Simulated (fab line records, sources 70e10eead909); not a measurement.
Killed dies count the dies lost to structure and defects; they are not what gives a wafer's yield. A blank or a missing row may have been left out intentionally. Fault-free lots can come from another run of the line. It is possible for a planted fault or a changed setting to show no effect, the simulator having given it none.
Comparing a struck lot with a sound one -- flow nandHarc -- 13 steps out of a route of 1159
Sound: wafers L872.2, L872.3, L872.6. Wafers L885.1, L885.5, L885.6 were the ones struck. The cause comes at the end.
Order at every step that has rows: each side's tool, ch and its chambers, its first start. Under that, the readings that differ: sound wafers -- struck wafers -- difference of the means -- sigmas: that difference in standard deviations of wafers without a fault.
alike: a reading whose means differ by less than 2 such deviations, as well as words and numbers matching on both sides. not compared: withheld readings; readings where some wafer has no value; bounds like >300 that might hide an equal value; numbers whose values overlap and for which the record gives no deviation.
The two part at a step that has a row with sigmas, a row that says differs or no value, or rows on one side only. Non-overlapping numbers with no deviation appear without sigmas and do not part them. A reading that every wafer of one side lacks parts them only if that side has two wafers or more.

first, 4 steps without rows for these wafers: NHARC_A_STAIRCASE_PEB_182 (peb time 130 s); NHARC_A_STAIRCASE_DEVELOP_183 (time 140 s); NHARC_A_STAIRCASE_HARDBAKE_185 (time 140 s); NHARC_A_STAIRCASE_DESCUM_186 (chemistry O2, time 3 s).
NHARC_A_STAIRCASE_TRIM_187: chemistry O2, time 211.2 s.
  sound on rieDiel-07 ch 0,1,3, day 12 16:44; struck on rieDiel-09 ch 0,2,3, day 15 21:47
  alike: drypumpMotorCurrentA, o2FlowSccm, oesProductAu, rfVppV, showerheadPlenumPTorr, throttleValvePct
  not compared: rfHoursCounterH
NHARC_A_STAIRCASE_ETCH_188: etches the open film in C4F8/O2, target depth 100 nm, time 40.5 s.
  sound on rieDiel-07 ch 0,1; struck on rieDiel-09 ch 0,1,3
  alike: biasW, oesProductAu, rfVppV
  not compared: rfHoursCounterH
NHARC_A_STAIRCASE_TRIM_189: chemistry O2, time 211.2 s.
  sound on rieDiel-07 ch 0,1; struck on rieDiel-09 ch 0,1,2
  alike: drypumpMotorCurrentA, o2FlowSccm, oesProductAu, rfVppV, showerheadPlenumPTorr, throttleValvePct
  not compared: rfHoursCounterH
NHARC_A_STAIRCASE_ETCH_190: etches the open film in C4F8/O2, target depth 100 nm, time 40.5 s.
  sound on rieDiel-07 ch 2,3; struck on rieDiel-09 ch 0,3
  alike: biasW, oesProductAu, rfVppV
  not compared: rfHoursCounterH
then, 1 step without rows for these wafers: NHARC_A_STAIRCASE_TRIM_191 (chemistry O2, time 211.2 s).
NHARC_A_STAIRCASE_ETCH_192: etches the open film in C4F8/O2, target depth 100 nm, time 40.5 s.
  sound on rieDiel-07 ch 1,2; struck on rieDiel-09 ch 0,2,3
  alike: biasW, oesProductAu, rfVppV
  not compared: rfHoursCounterH
then, 1 step without rows for these wafers: NHARC_A_STAIRCASE_TRIM_193 (chemistry O2, time 211.2 s).
NHARC_A_STAIRCASE_ETCH_194: etches the open film in C4F8/O2, target depth 100 nm, time 40.5 s.
  sound on rieDiel-07 ch 1,2,3, day 12 17:35; struck on rieDiel-09 ch 0,2,3, day 15 22:38
reading,sound,struck,difference,sigmas
oesProductAu (a.u.),0.962 0.950 0.951,1.177 1.166 1.174,+0.218,+25
  alike: biasW, rfVppV
  not compared: rfHoursCounterH
-- the record jumps here: 8 days lie between the struck wafers' starts before and after (it left off in module A_STAIRCASE and takes up again in module END, whose first step shown is number 1159 of the route) --
NHARC_END_SORT_01:
  at this point the record logs the struck wafers (prober-01 ch 0, day 24 09:48) and has no rows for the sound ones

== WHERE THEY PART ==
Earliest at NHARC_A_STAIRCASE_ETCH_194; latest, in this record, at NHARC_END_SORT_01.

WHY: the cause the simulator had injected
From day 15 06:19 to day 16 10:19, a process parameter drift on rieDiel-09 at NHARC_A_STAIRCASE_ETCH_194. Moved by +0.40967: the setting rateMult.
